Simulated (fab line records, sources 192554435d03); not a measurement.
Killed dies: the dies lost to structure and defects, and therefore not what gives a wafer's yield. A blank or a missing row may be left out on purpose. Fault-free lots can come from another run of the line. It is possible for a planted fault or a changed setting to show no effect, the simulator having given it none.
Chamber matching	flow n5_finfet	N5_BEOL_M3_DESCUM_33 on rie_diel-03 has 4 sister chambers
The step chemistry O2, time 7 s. 22 wafers are shown with their chamber, then 11 later ones without.

## WAFERS, EACH WITH ITS CHAMBER
wafer	chamber	showerhead_plenum_p_Torr (Torr)	drypump_motor_current_A (A)	rf_vpp_V (V)
L074.1	1	2.10	5.7	243.4
L074.2	3	2.19	5.2	243.3
L074.3	0	2.19	5.6	244.4
L074.4	2	2.01	5.5	241.9
L074.5	0	2.19	5.7	243.5
L074.6	3	2.19	5.2	245.3
L075.3	3	2.19	5.2	243.8
L075.4	0	2.19	5.7	244.7
L075.6	2	2.01	5.5	242.7
L077.2	0	2.19	5.7	244.5
L077.5	3	2.19	5.2	244.5
L077.6	0	2.19	5.7	244.4
L084.3	2	2.00	5.5	240.3
L084.4	0	2.18	5.7	244.0
L084.6	2	2.00	5.5	241.9
L087.3	2	2.00	5.5	242.1
L087.4	0	2.18	5.7	244.7
L087.5	3	2.18	5.3	244.8
L091.1	0	2.18	5.7	244.0
L091.2	3	2.18	5.2	244.3
L091.6	0	2.18	5.6	244.9
L092.1	2	2.00	5.5	242.3

SIGNATURES (averages over the wafers above)
reading	chamber 0	chamber 1	chamber 2	chamber 3	scatter within a chamber
showerhead_plenum_p_Torr	2.1856	2.1000	2.0033	2.1867	0.00521
drypump_motor_current_A	5.678	5.700	5.500	5.217	0.0364
rf_vpp_V	244.344	243.400	241.867	244.333	0.644
Rule: a wafer's distance from a chamber is the root of the sum, over the readings, of the square of ((its reading less the chamber's mean) divided by the reading's scatter). If the next closest chamber is less than 2 further off than the closest, the wafer can't be placed; otherwise it belongs to the closest. How the scatter is found: for the shown wafers, subtract from each reading the mean of its chamber, square and add these, divide the total by (wafers less chambers), then take the root.

## WAFERS MISSING THEIR CHAMBER
wafer	showerhead_plenum_p_Torr (Torr)	drypump_motor_current_A (A)	rf_vpp_V (V)
L092.3	2.09	5.8	240.7
L092.4	2.18	5.2	244.2
L094.1	2.00	5.4	243.3
L094.2	2.18	5.3	243.7
L094.3	2.09	5.7	243.5
L095.2	2.18	5.3	243.2
L095.3	2.00	5.5	240.4
L095.5	2.18	5.6	245.3
L096.2	2.09	5.7	244.6
L096.4	2.00	5.5	239.3
L096.5	2.09	5.8	244.6

## THE CHAMBER EACH PASSED THROUGH
wafer	from the rows above	in truth
L092.3	1	1
L092.4	3	3
L094.1	2	2
L094.2	3	3
L094.3	1	1
L095.2	3	3
L095.3	2	2
L095.5	0	0
L096.2	1	1
L096.4	2	2
L096.5	1	1
Placed correctly: 11 of 11. Can't be placed from these rows: 0. Wrongly placed: 0.
